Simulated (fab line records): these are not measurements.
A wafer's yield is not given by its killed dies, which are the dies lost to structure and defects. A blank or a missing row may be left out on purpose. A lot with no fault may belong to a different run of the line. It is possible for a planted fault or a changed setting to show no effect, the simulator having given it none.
fab line records	flow n5Finfet
record lots=24	wafers=72	lastDay=18
route steps=1938 shown BEOL_M8@1387 BEOL_M9@1434
lots that met no fault: from a run of the same line without faults
startH: hours from the record's first day to the start of the lot's first wafer shown	waitH: hours from the lot's prior step to this one	" the same as in the row above	L1.1+2: several wafers, shown together as one row	- value missing, or start not given	* or withheld: withheld	< > ~ a bound
route shown NAME@n: NAME is a module with steps in the file, n the number in the route of the first one	usual: the fault-free wafers' mean and standard deviation	same: alike in all rows	chamber/n: place in a boat	sites: per-site readings	_std_site: their standard deviation	_edge_site: the outer-site mean with the inner-site mean subtracted	radiusMm: for every site, how far away it sits from the centre of the wafer	mask NAME#n: copy n	behind: the tool/chamber that last shaped the wafer	hold: the reason the lot was held/the length of the hold in hours/how it ended	device: names the non-switching transistor (n, p or np)	end of line: the route-end tests of the same wafers	a step with no rows: only its recipe	killed: the dies lost at the first sort to structure and to defects; this is not the yield of the wafer	map: a wafer's dies, marking killed ones x, the rest . and places with no die _
set.NAME: setting as actually run; set.NAME@STEP: the setting as run at that earlier step	model.NAME: the simulator's own value behind a step, which no gauge read
route steps across a sampled set of lots; one table per step, one row per wafer
services: when a tool's chamber went out of use (startH, in hours from the record's first day, below 0 if earlier), for how many hours, and the reason
## steps
# step N5_BEOL_M8_DEGAS_44
# recipe ambient=vacuum	tempC=250	timeS=60
# usual heaterPowerW=334/46
lot.wafer	tool	chamber	startH	waitH	heaterPowerW
L075.1	pvdSputter-03	-	205.83	0.3	423
L075.4	"	-	"	"	283
L075.6	"	-	"	"	358
L074.2	pvdSputter-02	-	211.28	0.6	279
L074.3	"	-	"	"	374
L074.4	"	-	"	"	357
L077.2	pvdSputter-03	-	214.90	0.3	354
L077.4	"	-	"	"	281
L077.5	"	-	"	"	298
L076.2	pvdSputter-01	-	215.09	0.8	316
L076.3	"	-	"	"	306
L076.5	"	-	"	"	311
L078.2	pvdSputter-01	-	235.77	1.7	265
L078.5	"	-	"	"	315
L078.6	"	-	"	"	296
L079.2	pvdSputter-03	-	238.72	2.1	346
L079.4	"	-	"	"	282
L079.6	"	-	"	"	352
L081.3	pvdSputter-03	-	246.34	0.6	356
L081.5	"	-	"	"	283
L081.6	"	-	"	"	353
L082.1	pvdSputter-03	-	256.46	0.5	365
L082.2	"	-	"	"	343
L082.3	"	-	"	"	417
L080.4	pvdSputter-03	-	262.83	1.2	357
L080.5	"	-	"	"	349
L080.6	"	-	"	"	424
L083.1	pvdSputter-03	-	267.27	0.9	358
L083.3	"	-	"	"	286
L083.4	"	-	"	"	424
L084.3	pvdSputter-02	-	277.74	2.4	350
L084.4	"	-	"	"	369
L084.6	"	-	"	"	368
L085.2	pvdSputter-01	-	279.31	0.3	308
L085.4	"	-	"	"	294
L085.6	"	-	"	"	268
L086.1	pvdSputter-02	-	279.41	0.4	277
L086.2	"	-	"	"	355
L086.4	"	-	"	"	366
L087.1	pvdSputter-01	-	283.96	1.3	304
L087.3	"	-	"	"	269
L087.6	"	-	"	"	317
L088.2	pvdSputter-02	-	285.19	1.7	370
L088.3	"	-	"	"	277
L088.6	"	-	"	"	366
L089.1	pvdSputter-01	-	295.19	0.9	292
L089.2	"	-	"	"	318
L089.3	"	-	"	"	270
L090.1	pvdSputter-03	-	300.78	0.7	286
L090.2	"	-	"	"	365
L090.3	"	-	"	"	355
L092.4	pvdSputter-03	-	309.04	0.4	287
L092.5	"	-	"	"	356
L092.6	"	-	"	"	292
L091.1	pvdSputter-01	-	316.92	0.3	307
L091.2	"	-	"	"	295
L091.6	"	-	"	"	323
L093.1	pvdSputter-02	-	317.43	0.3	356
L093.5	"	-	"	"	374
L093.6	"	-	"	"	357
L094.3	pvdSputter-01	-	324.20	1.7	315
L094.4	"	-	"	"	273
L094.6	"	-	"	"	312
L095.2	pvdSputter-03	-	333.65	0.5	355
L095.3	"	-	"	"	363
L095.6	"	-	"	"	359
L096.1	pvdSputter-03	-	335.91	0.4	289
L096.4	"	-	"	"	357
L096.6	"	-	"	"	349
L097.1	pvdSputter-03	-	359.01	0.3	425
L097.2	"	-	"	"	296
L097.4	"	-	"	"	354
# step N5_BEOL_M8_ANNEAL_51
# recipe tempC=225	timeS=90	ambient=N2
# usual wafer_temp_C_max=225.78/0.23
lot.wafer	tool	chamber	startH	waitH	wafer_temp_C_max
L075.1	rtpAnneal-01	0	207.16	0.2	225.92
L075.4	"	0	"	"	225.66
L075.6	"	0	"	"	225.40
L074.2	rtpAnneal-01	0	212.29	0.1	225.61
L074.3	"	0	"	"	225.68
L074.4	"	0	"	"	226.02
L077.2	rtpAnneal-01	0	217.43	0.1	225.99
L077.4	"	0	"	"	226.20
L077.5	"	0	"	"	225.83
L076.2	rtpAnneal-02	0	217.87	0.3	225.31
L076.3	"	0	"	"	225.82
L076.5	"	0	"	"	225.94
L078.2	rtpAnneal-02	0	236.69	0.1	225.79
L078.5	"	0	"	"	225.58
L078.6	"	0	"	"	225.78
L079.2	rtpAnneal-01	0	239.65	0.1	225.90
L079.4	"	0	"	"	226.65
L079.6	"	0	"	"	225.59
L081.3	rtpAnneal-02	0	247.89	0.7	225.87
L081.5	"	0	"	"	225.55
L081.6	"	0	"	"	225.58
L082.1	rtpAnneal-01	0	258.07	0.3	225.95
L082.2	"	0	"	"	225.74
L082.3	"	0	"	"	226.11
L080.4	rtpAnneal-02	0	264.13	0.3	225.44
L080.5	"	0	"	"	226.01
L080.6	"	0	"	"	226.15
L083.1	rtpAnneal-02	0	268.19	0.2	225.82
L083.3	"	0	"	"	226.15
L083.4	"	0	"	"	225.62
L084.3	rtpAnneal-02	0	278.75	0.1	225.60
L084.4	"	0	"	"	225.48
L084.6	"	0	"	"	225.61
L086.1	rtpAnneal-01	0	280.72	0.4	225.69
L086.2	"	0	"	"	225.83
L086.4	"	0	"	"	225.87
L085.2	rtpAnneal-02	0	280.73	0.5	225.89
L085.4	"	0	"	"	225.73
L085.6	"	0	"	"	225.59
L087.1	rtpAnneal-01	0	285.58	0.3	225.46
L087.3	"	0	"	"	225.59
L087.6	"	0	"	"	225.79
L088.2	rtpAnneal-02	0	286.04	0.1	225.64
L088.3	"	0	"	"	225.51
L088.6	"	0	"	"	225.99
L089.1	rtpAnneal-02	0	296.24	0.1	225.89
L089.2	"	0	"	"	225.83
L089.3	"	0	"	"	225.63
L090.1	rtpAnneal-01	0	301.75	0.2	225.90
L090.2	"	0	"	"	225.69
L090.3	"	0	"	"	225.72
L092.4	rtpAnneal-01	0	311.05	1.0	225.90
L092.5	"	0	"	"	225.62
L092.6	"	0	"	"	225.71
L091.1	rtpAnneal-01	0	318.08	0.4	225.69
L091.2	"	0	"	"	225.79
L091.6	"	0	"	"	225.74
L093.1	rtpAnneal-02	0	318.32	0.1	226.25
L093.5	"	0	"	"	225.80
L093.6	"	0	"	"	225.85
L094.3	rtpAnneal-02	0	325.16	0.2	226.10
L094.4	"	0	"	"	225.50
L094.6	"	0	"	"	226.43
L095.2	rtpAnneal-02	0	334.85	0.1	225.66
L095.3	"	0	"	"	225.89
L095.6	"	0	"	"	226.00
L096.1	rtpAnneal-02	0	338.35	0.3	225.59
L096.4	"	0	"	"	225.72
L096.6	"	0	"	"	225.38
L097.1	rtpAnneal-01	0	361.48	0.1	225.91
L097.2	"	0	"	"	225.29
L097.4	"	0	"	"	225.34
# step N5_BEOL_M8_RS_MEAS_57
# recipe thkMeasGauge=four-point-probe	reads=Cu_of_BEOL_M8_ECD_50+Co_of_BEOL_M8_CVD_78+TaN_of_BEOL_M8_ALD_77
# usual M8_RS=0.286/0.0081
lot.wafer	tool	chamber	startH	waitH	M8_RS[ohm/sq]
L075.1	filmMetro-02	-	207.88	0.1	0.288
L075.4	"	-	"	"	0.285
L075.6	"	-	"	"	0.289
L074.2	filmMetro-01	-	212.96	0.1	0.298
L074.3	"	-	"	"	0.292
L074.4	"	-	"	"	0.277
L077.2	filmMetro-01	-	218.18	0.1	0.283
L077.4	"	-	"	"	0.279
L077.5	"	-	"	"	0.282
L076.2	filmMetro-02	-	218.64	0.1	0.283
L076.3	"	-	"	"	0.298
L076.5	"	-	"	"	0.281
L078.2	filmMetro-02	-	237.37	0.1	0.285
L078.5	"	-	"	"	0.280
L078.6	"	-	"	"	0.300
L079.2	filmMetro-02	-	240.33	0.1	0.277
L079.4	"	-	"	"	0.291
L079.6	"	-	"	"	0.273
L081.3	filmMetro-02	-	248.73	0.1	0.283
L081.5	"	-	"	"	0.279
L081.6	"	-	"	"	0.298
L082.1	filmMetro-02	-	258.84	0.1	0.297
L082.2	"	-	"	"	0.289
L082.3	"	-	"	"	0.271
L080.4	filmMetro-02	-	264.72	0.0	0.291
L080.5	"	-	"	"	0.287
L080.6	"	-	"	"	0.291
L083.1	filmMetro-02	-	268.93	0.1	0.278
L083.3	"	-	"	"	0.291
L083.4	"	-	"	"	0.296
L084.3	filmMetro-02	-	279.40	0.1	0.292
L084.4	"	-	"	"	0.270
L084.6	"	-	"	"	0.290
L085.2	filmMetro-01	-	281.42	0.1	0.279
L085.4	"	-	"	"	0.293
L085.6	"	-	"	"	0.285
L086.1	filmMetro-02	-	281.45	0.1	0.278
L086.2	"	-	"	"	0.286
L086.4	"	-	"	"	0.297
L087.1	filmMetro-02	-	286.31	0.1	0.296
L087.3	"	-	"	"	0.289
L087.6	"	-	"	"	0.284
L088.2	filmMetro-02	-	286.72	0.1	0.288
L088.3	"	-	"	"	0.287
L088.6	"	-	"	"	0.289
L089.1	filmMetro-02	-	296.96	0.1	0.276
L089.2	"	-	"	"	0.293
L089.3	"	-	"	"	0.281
L090.1	filmMetro-01	-	302.48	0.1	0.295
L090.2	"	-	"	"	0.288
L090.3	"	-	"	"	0.278
L092.4	filmMetro-01	-	311.64	0.0	0.277
L092.5	"	-	"	"	0.274
L092.6	"	-	"	"	0.287
L091.1	filmMetro-02	-	318.80	0.1	0.283
L091.2	"	-	"	"	0.290
L091.6	"	-	"	"	0.278
L093.1	filmMetro-01	-	319.04	0.1	0.295
L093.5	"	-	"	"	0.292
L093.6	"	-	"	"	0.278
L094.3	filmMetro-02	-	325.79	0.1	0.280
L094.4	"	-	"	"	0.273
L094.6	"	-	"	"	0.291
L095.2	filmMetro-02	-	335.52	0.1	0.291
L095.3	"	-	"	"	0.285
L095.6	"	-	"	"	0.297
L096.1	filmMetro-02	-	339.07	0.1	0.278
L096.4	"	-	"	"	0.284
L096.6	"	-	"	"	0.285
L097.1	filmMetro-02	-	362.23	0.1	0.294
L097.2	"	-	"	"	0.275
L097.4	"	-	"	"	0.298
# step N5_BEOL_M9_CD_MEAS_28
# recipe targetCdNm=70	landingEnergyEv=500	detector=seInlens	polarity=opening
# usual cdNm=70.00/0.29
# same landingEnergyEv=500
lot.wafer	tool	chamber	startH	waitH	cdNm
L075.1	cdSem-01	0	212.96	-	69.66
L075.4	"	0	"	"	69.82
L075.6	"	0	"	"	69.86
L074.2	cdSem-02	0	217.15	-	70.05
L074.3	"	0	"	"	69.30
L074.4	"	0	"	"	70.20
L077.2	cdSem-03	0	221.55	-	70.57
L077.4	"	0	"	"	70.58
L077.5	"	0	"	"	70.38
L076.2	cdSem-02	0	224.64	-	69.98
L076.3	"	0	"	"	69.81
L076.5	"	0	"	"	70.32
L078.2	cdSem-01	0	242.73	-	70.31
L078.5	"	0	"	"	70.10
L078.6	"	0	"	"	70.39
L079.2	cdSem-01	0	244.67	-	70.12
L079.4	"	0	"	"	69.88
L079.6	"	0	"	"	69.94
L081.3	cdSem-01	0	254.63	-	70.21
L081.5	"	0	"	"	70.11
L081.6	"	0	"	"	70.03
L082.1	cdSem-01	0	265.15	-	69.63
L082.2	"	0	"	"	69.55
L082.3	"	0	"	"	69.78
L080.4	cdSem-01	0	268.26	-	70.12
L080.5	"	0	"	"	70.21
L080.6	"	0	"	"	69.63
L083.1	cdSem-02	0	272.34	-	69.92
L083.3	"	0	"	"	69.71
L083.4	"	0	"	"	69.86
L085.2	cdSem-02	0	284.28	-	70.06
L085.4	"	0	"	"	70.36
L085.6	"	0	"	"	69.66
L086.1	cdSem-03	0	284.32	-	69.85
L086.2	"	0	"	"	69.97
L086.4	"	0	"	"	69.98
L084.3	cdSem-01	0	284.36	-	70.19
L084.4	"	0	"	"	69.32
L084.6	"	0	"	"	70.02
L087.1	cdSem-02	0	290.79	-	70.12
L087.3	"	0	"	"	69.96
L087.6	"	0	"	"	69.48
L088.2	cdSem-01	0	290.87	-	70.49
L088.3	"	0	"	"	70.39
L088.6	"	0	"	"	70.20
L089.1	cdSem-03	0	305.99	-	70.74
L089.2	"	0	"	"	70.13
L089.3	"	0	"	"	69.81
L090.1	cdSem-03	0	307.40	-	69.80
L090.2	"	0	"	"	70.56
L090.3	"	0	"	"	70.58
L092.4	cdSem-03	0	314.25	-	69.94
L092.5	"	0	"	"	70.55
L092.6	"	0	"	"	70.37
L093.1	cdSem-03	0	323.34	-	70.12
L093.5	"	0	"	"	69.84
L093.6	"	0	"	"	70.12
L091.1	cdSem-01	0	323.54	-	70.12
L091.2	"	0	"	"	70.04
L091.6	"	0	"	"	69.82
L094.3	cdSem-01	0	332.19	-	70.18
L094.4	"	0	"	"	70.00
L094.6	"	0	"	"	69.87
L095.2	cdSem-01	0	340.35	-	70.12
L095.3	"	0	"	"	69.97
L095.6	"	0	"	"	70.27
L096.1	cdSem-03	0	345.33	-	70.43
L096.4	"	0	"	"	69.98
L096.6	"	0	"	"	70.11
L097.1	cdSem-03	0	368.20	-	70.03
L097.2	"	0	"	"	69.80
L097.4	"	0	"	"	69.67
# step N5_BEOL_M9_VIA_ETCH_34
# recipe chemistry=C4F6/O2	target=SiCOH_lowk	targetDepthA=1824	maskMaterial=SOC	taperDeg=4	timeS=68.4	ionEnergyEv=250	pressureMtorr=30	sourceW=345	biasW=185	Ar_flow_sccm=300	C4F6_flow_sccm=10	O2_flow_sccm=10
# usual drypumpMotorCurrentA=5.6/0.31	oes_ar_750_au=0.80/0.086	oesProductAu=0.79/0.09	rfVppV=664/10	showerheadPlenumPTorr=2.86/0.06	throttleValvePct=20.85/0.17
lot.wafer	tool	chamber	startH	waitH	drypumpMotorCurrentA	oes_ar_750_au	oesProductAu	rfHoursCounterH	rfVppV	showerheadPlenumPTorr	throttleValvePct
L075.1	rieDiel-05	3	213.57	0.0	5.5	0.70	0.69	226	659	2.81	21.13
L075.4	"	0	"	"	6.0	0.75	0.74	176	672	2.98	20.92
L075.6	"	2	"	"	5.6	0.84	0.84	-	679	2.89	20.92
L074.2	rieDiel-06	1	217.91	0.0	5.3	0.94	0.93	9	657	2.93	20.65
L074.3	"	0	"	"	5.8	0.72	0.71	188	662	2.94	20.97
L074.4	"	2	"	"	5.6	0.71	0.71	202	651	2.83	21.06
L077.2	rieDiel-06	2	221.85	0.0	5.6	0.71	0.69	203	649	2.83	21.07
L077.4	"	1	"	"	5.3	0.93	0.92	10	658	2.93	20.64
L077.5	"	2	"	"	5.6	0.71	0.70	-	650	2.83	21.08
L076.2	rieDiel-01	1	224.99	0.0	5.9	0.69	0.69	246	672	2.90	21.20
L076.3	"	0	"	"	6.1	0.86	0.87	29	655	2.87	20.74
L076.5	"	0	"	"	6.1	0.88	0.87	-	656	2.87	20.76
L078.2	rieDiel-06	2	243.37	0.0	5.6	0.70	0.69	210	650	2.83	21.07
L078.5	"	3	"	"	5.3	0.82	0.81	-	655	2.76	20.92
L078.6	"	2	"	"	5.6	0.70	0.70	-	650	2.83	21.09
L079.2	rieDiel-01	2	244.97	0.0	5.3	0.67	0.66	252	665	2.81	20.91
L079.4	"	2	"	"	5.3	0.66	0.66	-	666	2.81	20.90
L079.6	"	0	"	"	6.1	0.85	0.85	-	656	2.87	20.74
L081.3	rieDiel-01	3	254.93	0.0	5.7	0.72	0.72	223	678	2.93	20.68
L081.5	"	3	"	"	5.8	0.72	0.73	-	678	2.93	20.70
L081.6	"	0	"	"	6.1	0.85	0.85	-	656	2.87	20.76
L082.1	rieDiel-06	0	265.46	0.0	5.9	0.71	0.71	201	663	2.94	20.99
L082.2	"	2	"	"	5.6	0.70	0.69	217	649	2.82	21.08
L082.3	"	1	"	"	5.3	0.91	0.90	22	656	2.92	20.65
L080.4	rieDiel-05	1	268.65	0.0	5.3	0.79	0.79	113	681	2.83	20.53
L080.5	"	1	"	"	5.3	0.80	0.79	-	680	2.83	20.53
L080.6	"	2	"	"	5.5	0.82	0.81	-	677	2.88	20.93
L083.1	rieDiel-01	1	272.64	0.0	5.9	0.95	0.97	7	672	2.89	20.85
L083.3	"	0	"	"	6.1	0.84	0.83	48	656	2.87	20.75
L083.4	"	1	"	"	5.9	0.94	0.96	-	673	2.89	20.84
L085.2	rieDiel-06	2	284.58	0.0	5.6	0.70	0.69	221	650	2.82	21.11
L085.4	"	3	"	"	5.4	0.80	0.81	110	654	2.75	20.94
L085.6	"	3	"	"	5.3	0.81	0.80	-	655	2.75	20.92
L086.1	rieDiel-01	3	284.62	0.0	5.7	0.72	0.71	235	678	2.92	20.71
L086.2	"	1	"	"	6.0	0.93	0.94	11	672	2.89	20.84
L086.4	"	2	"	"	5.3	0.99	0.98	2	665	2.81	20.63
L084.3	rieDiel-01	0	285.05	0.0	6.1	0.82	0.82	52	655	2.86	20.76
L084.4	"	1	"	"	5.9	0.93	0.95	11	673	2.89	20.84
L084.6	"	0	"	"	6.1	0.83	0.82	-	655	2.86	20.75
L087.1	rieDiel-01	0	291.09	0.0	6.1	0.83	0.83	54	656	2.86	20.77
L087.3	"	1	"	"	6.0	0.92	0.94	13	671	2.89	20.85
L087.6	"	0	"	"	6.1	0.83	0.83	-	657	2.86	20.79
L088.2	rieDiel-05	0	291.18	0.0	6.0	0.72	0.73	198	672	2.97	20.94
L088.3	"	1	"	"	5.3	0.79	0.79	120	680	2.83	20.56
L088.6	"	2	"	"	5.5	0.81	0.81	-	679	2.88	20.95
L089.1	rieDiel-01	0	306.31	0.0	6.1	0.82	0.81	59	656	2.86	20.78
L089.2	"	3	"	"	5.7	0.71	0.71	242	679	2.92	20.72
L089.3	"	1	"	"	5.9	0.91	0.91	18	672	2.89	20.88
L090.1	rieDiel-05	2	307.70	0.0	5.6	0.81	0.80	91	679	2.88	20.97
L090.2	"	1	"	"	5.2	0.79	0.78	125	679	2.83	20.56
L090.3	"	0	"	"	6.0	0.73	0.72	203	672	2.97	20.95
L092.4	rieDiel-06	2	314.55	0.0	5.6	0.69	0.68	230	650	2.82	21.12
L092.5	"	3	"	"	5.3	0.80	0.79	-	655	2.75	20.93
L092.6	"	2	"	"	5.6	0.69	0.69	-	650	2.82	21.11
L093.1	rieDiel-06	3	323.65	0.0	5.3	0.79	0.79	120	656	2.75	20.95
L093.5	"	1	"	"	5.3	0.88	0.87	-	658	2.92	20.67
L093.6	"	0	"	"	5.8	0.70	0.68	-	660	2.93	21.00
L091.1	rieDiel-06	3	324.42	0.0	5.3	0.80	0.80	120	655	2.75	20.96
L091.2	"	0	"	"	5.9	0.70	0.69	217	662	2.93	21.01
L091.6	"	2	"	"	5.6	0.68	0.68	-	649	2.82	21.13
L094.3	rieDiel-01	0	332.49	0.0	6.1	0.82	0.80	67	655	2.86	20.78
L094.4	"	2	"	"	5.3	0.92	0.93	-	665	2.80	20.66
L094.6	"	1	"	"	6.0	0.89	0.91	-	673	2.88	20.88
L095.2	rieDiel-05	1	340.93	0.0	5.3	0.77	0.76	138	680	2.82	20.59
L095.3	"	2	"	"	5.6	0.80	0.79	103	678	2.87	20.97
L095.6	"	0	"	"	6.0	0.71	0.72	-	671	2.96	20.98
L096.1	rieDiel-01	0	346.50	0.0	6.1	0.81	0.78	76	656	2.85	20.80
L096.4	"	0	"	"	6.1	0.80	0.78	-	655	2.85	20.79
L096.6	"	2	"	"	5.3	0.92	0.90	-	665	2.80	20.69
L097.1	rieDiel-06	2	368.71	0.0	5.6	0.68	0.67	244	647	2.81	21.13
L097.2	"	1	"	"	5.3	0.86	0.85	49	657	2.91	20.68
L097.4	"	2	"	"	5.6	0.69	0.67	-	649	2.81	21.13
# step N5_BEOL_M9_TRENCH_ETCH_37
# recipe chemistry=C4F6/O2	targetDepthA=1514.3	target=SiCOH_lowk	timeS=49	ionEnergyEv=250	pressureMtorr=30	sourceW=345	biasW=185	Ar_flow_sccm=300	C4F6_flow_sccm=10	O2_flow_sccm=10
# usual drypumpMotorCurrentA=5.6/0.31	oes_ar_750_au=0.80/0.086	oesProductAu=0.79/0.09	rfVppV=664/10	showerheadPlenumPTorr=2.86/0.06	throttleValvePct=20.87/0.16
lot.wafer	tool	chamber	startH	waitH	drypumpMotorCurrentA	oes_ar_750_au	oesProductAu	rfHoursCounterH	rfVppV	showerheadPlenumPTorr	throttleValvePct
L075.1	rieDiel-05	3	-	-	5.6	0.70	0.69	226	659	2.81	21.15
L075.4	"	0	"	"	6.0	0.74	0.74	176	672	2.98	20.93
L075.6	"	2	"	"	5.6	0.85	0.83	-	678	2.89	20.95
L074.2	rieDiel-06	1	-	-	5.3	0.95	0.93	9	659	2.93	20.67
L074.3	"	0	"	"	5.8	0.71	0.71	188	663	2.94	20.99
L074.4	"	2	"	"	5.6	0.71	0.70	202	649	2.83	21.09
L077.2	rieDiel-06	2	-	-	5.6	0.71	0.70	204	650	2.83	21.09
L077.4	"	1	"	"	5.3	0.93	0.93	10	657	2.93	20.66
L077.5	"	2	"	"	5.6	0.71	0.71	-	650	2.83	21.10
L076.2	rieDiel-01	1	-	-	6.0	0.69	0.67	246	672	2.90	21.23
L076.3	"	0	"	"	6.1	0.87	0.86	29	657	2.87	20.76
L076.5	"	0	"	"	6.1	0.86	0.86	-	654	2.87	20.78
L078.2	rieDiel-06	2	-	-	5.6	0.71	0.70	210	649	2.83	21.11
L078.5	"	3	"	"	5.4	0.81	0.82	-	656	2.76	20.94
L078.6	"	2	"	"	5.6	0.71	0.70	-	650	2.83	21.11
L079.2	rieDiel-01	2	-	-	5.3	0.67	0.66	253	665	2.81	20.92
L079.4	"	2	"	"	5.3	0.67	0.66	-	666	2.81	20.92
L079.6	"	0	"	"	6.1	0.86	0.85	-	656	2.87	20.76
L081.3	rieDiel-01	3	-	-	5.8	0.73	0.72	223	678	2.93	20.72
L081.5	"	3	"	"	5.7	0.72	0.73	-	678	2.93	20.72
L081.6	"	0	"	"	6.1	0.85	0.85	-	655	2.87	20.78
L082.1	rieDiel-06	0	-	-	5.8	0.71	0.71	201	660	2.94	21.01
L082.2	"	2	"	"	5.6	0.70	0.69	217	648	2.82	21.11
L082.3	"	1	"	"	5.3	0.91	0.90	22	659	2.92	20.67
L080.4	rieDiel-05	1	-	-	5.3	0.79	0.79	113	680	2.83	20.57
L080.5	"	1	"	"	5.3	0.79	0.80	-	681	2.83	20.57
L080.6	"	2	"	"	5.6	0.82	0.82	-	680	2.89	20.98
L083.1	rieDiel-01	1	-	-	5.9	0.95	0.97	7	672	2.89	20.88
L083.3	"	0	"	"	6.1	0.83	0.83	48	655	2.87	20.79
L083.4	"	1	"	"	6.0	0.94	0.97	-	672	2.89	20.86
L085.2	rieDiel-06	2	-	-	5.6	0.70	0.69	221	650	2.82	21.12
L085.4	"	3	"	"	5.3	0.80	0.80	110	655	2.75	20.95
L085.6	"	3	"	"	5.3	0.80	0.80	-	655	2.75	20.97
L086.1	rieDiel-01	3	-	-	5.7	0.72	0.72	235	677	2.92	20.74
L086.2	"	1	"	"	6.0	0.93	0.96	11	672	2.89	20.88
L086.4	"	2	"	"	5.3	0.99	0.98	2	666	2.81	20.67
L084.3	rieDiel-01	0	-	-	6.1	0.84	0.83	52	656	2.86	20.81
L084.4	"	1	"	"	6.0	0.92	0.94	11	672	2.89	20.88
L084.6	"	0	"	"	6.1	0.83	0.83	-	655	2.86	20.80
L087.1	rieDiel-01	0	-	-	6.1	0.83	0.82	54	656	2.86	20.81
L087.3	"	1	"	"	6.0	0.92	0.94	13	672	2.89	20.89
L087.6	"	0	"	"	6.1	0.83	0.82	-	656	2.86	20.79
L088.2	rieDiel-05	0	-	-	6.0	0.72	0.73	198	671	2.97	20.96
L088.3	"	1	"	"	5.3	0.79	0.78	120	680	2.83	20.59
L088.6	"	2	"	"	5.6	0.82	0.81	-	677	2.88	20.97
L089.1	rieDiel-01	0	-	-	6.1	0.82	0.81	59	654	2.86	20.80
L089.2	"	3	"	"	5.7	0.71	0.71	242	676	2.92	20.74
L089.3	"	1	"	"	5.9	0.91	0.92	18	672	2.89	20.89
L090.1	rieDiel-05	2	-	-	5.6	0.81	0.81	91	680	2.88	21.02
L090.2	"	1	"	"	5.3	0.78	0.78	125	681	2.83	20.58
L090.3	"	0	"	"	6.0	0.73	0.72	203	670	2.97	20.99
L092.4	rieDiel-06	2	-	-	5.6	0.69	0.68	230	649	2.82	21.16
L092.5	"	3	"	"	5.4	0.80	0.80	-	656	2.75	20.97
L092.6	"	2	"	"	5.5	0.69	0.69	-	650	2.82	21.14
L093.1	rieDiel-06	3	-	-	5.3	0.79	0.79	120	656	2.75	20.96
L093.5	"	1	"	"	5.3	0.87	0.86	-	658	2.92	20.70
L093.6	"	0	"	"	5.8	0.70	0.69	-	660	2.93	21.02
L091.1	rieDiel-06	3	-	-	5.3	0.80	0.79	121	654	2.75	20.97
L091.2	"	0	"	"	5.8	0.69	0.70	217	659	2.93	21.02
L091.6	"	2	"	"	5.6	0.69	0.68	-	649	2.82	21.13
L094.3	rieDiel-01	0	-	-	6.1	0.82	0.80	68	656	2.86	20.81
L094.4	"	2	"	"	5.3	0.94	0.93	-	666	2.80	20.68
L094.6	"	1	"	"	6.0	0.90	0.90	-	671	2.88	20.91
L095.2	rieDiel-05	1	-	-	5.3	0.78	0.76	138	680	2.82	20.61
L095.3	"	2	"	"	5.6	0.79	0.79	103	678	2.87	21.02
L095.6	"	0	"	"	6.1	0.71	0.71	-	671	2.96	21.01
L096.1	rieDiel-01	0	-	-	6.1	0.81	0.80	76	654	2.85	20.83
L096.4	"	0	"	"	6.1	0.80	0.80	-	655	2.85	20.83
L096.6	"	2	"	"	5.3	0.90	0.91	-	665	2.80	20.71
L097.1	rieDiel-06	2	-	-	5.6	0.68	0.67	244	650	2.81	21.16
L097.2	"	1	"	"	5.3	0.86	0.85	49	657	2.91	20.71
L097.4	"	2	"	"	5.6	0.68	0.67	-	650	2.81	21.15
## services
tool	chamber	startH	hours	kind
rieDiel-06	2	194.15	4.6	repair
rieDiel-01	1	239.29	-	clean
rieDiel-01	1	239.29	-	consumableReplace:focusRing
rieDiel-01	1	239.29	17.8	scheduledDown
rieDiel-01	1	239.29	17.8	ventCycle
rieDiel-01	2	257.19	-	clean
rieDiel-01	2	257.19	-	consumableReplace:focusRing
rieDiel-01	2	257.19	19.0	scheduledDown
rieDiel-01	2	257.19	19.0	ventCycle
pvdSputter-01	-	260.51	3.0	repair
rieDiel-06	0	274.36	3.1	repair
rieDiel-06	3	294.02	4.3	repair
rieDiel-05	3	300.48	-	clean
rieDiel-05	3	300.48	-	consumableReplace:focusRing
rieDiel-05	3	300.48	12.2	scheduledDown
rieDiel-05	3	300.48	12.2	ventCycle
rieDiel-01	3	329.15	-	clean
rieDiel-01	3	329.15	-	consumableReplace:focusRing
rieDiel-01	3	329.15	21.2	scheduledDown
rieDiel-01	3	329.15	21.2	ventCycle
rieDiel-06	-	331.77	14.6	pm
## key
fault none
